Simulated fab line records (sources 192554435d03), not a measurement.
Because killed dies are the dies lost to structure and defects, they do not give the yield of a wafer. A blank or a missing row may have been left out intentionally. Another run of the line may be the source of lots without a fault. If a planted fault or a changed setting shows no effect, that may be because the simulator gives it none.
Matching of chambers    flow n5 finfet    rie diel-05 running N5_BEOL_M9_VIA_ETCH_34: 4 sister chambers
The step etches SiCOH lowk in C4F6/O2, target depth 182.4 nm, time 68.4 s. 4 wafers are shown with their chamber, then 8 later ones without.

EACH WAFER AND ITS CHAMBER
wafer   chamber  showerhead plenum p Torr (Torr)
L082.5  3        2.76
L084.1  1        2.77
L084.6  0        2.96
L086.4  2        2.76

WAFERS WHOSE CHAMBER IS MISSING
wafer   showerhead plenum p Torr (Torr)
L086.5  2.76
L086.6  2.77
L091.1  2.96
L091.3  2.75
L091.4  2.75
L096.4  2.95
L096.5  2.95
L096.6  2.76

THE CHAMBER EACH PASSED THROUGH
wafer   from the rows above           in truth
L086.5  can't be placed: 2 or 3 or 1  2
L086.6  can't be placed: 1 or 2 or 3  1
L091.1  0                             0
L091.3  can't be placed: 2 or 3 or 1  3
L091.4  can't be placed: 2 or 3 or 1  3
L096.4  0                             0
L096.5  0                             0
L096.6  can't be placed: 2 or 3 or 1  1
Placed correctly: 3 of 8. These rows do not allow placing 5 (true chamber among the candidates in 5). Number placed wrongly: 0.
How it was worked out, from the rows above alone: a wafer's distance from a chamber is the root of the sum, over the readings, of the square of ((its reading less the chamber's mean) divided by the reading's scatter). If the next closest chamber is less than 2 further off than the closest, the wafer can't be placed; otherwise it belongs to the closest. The mean given for a chamber averages the wafers shown for that chamber. The scatter (one wafer shown for each chamber): square how far every hidden wafer sits from the nearest shown wafer, average those squares and take the square root.
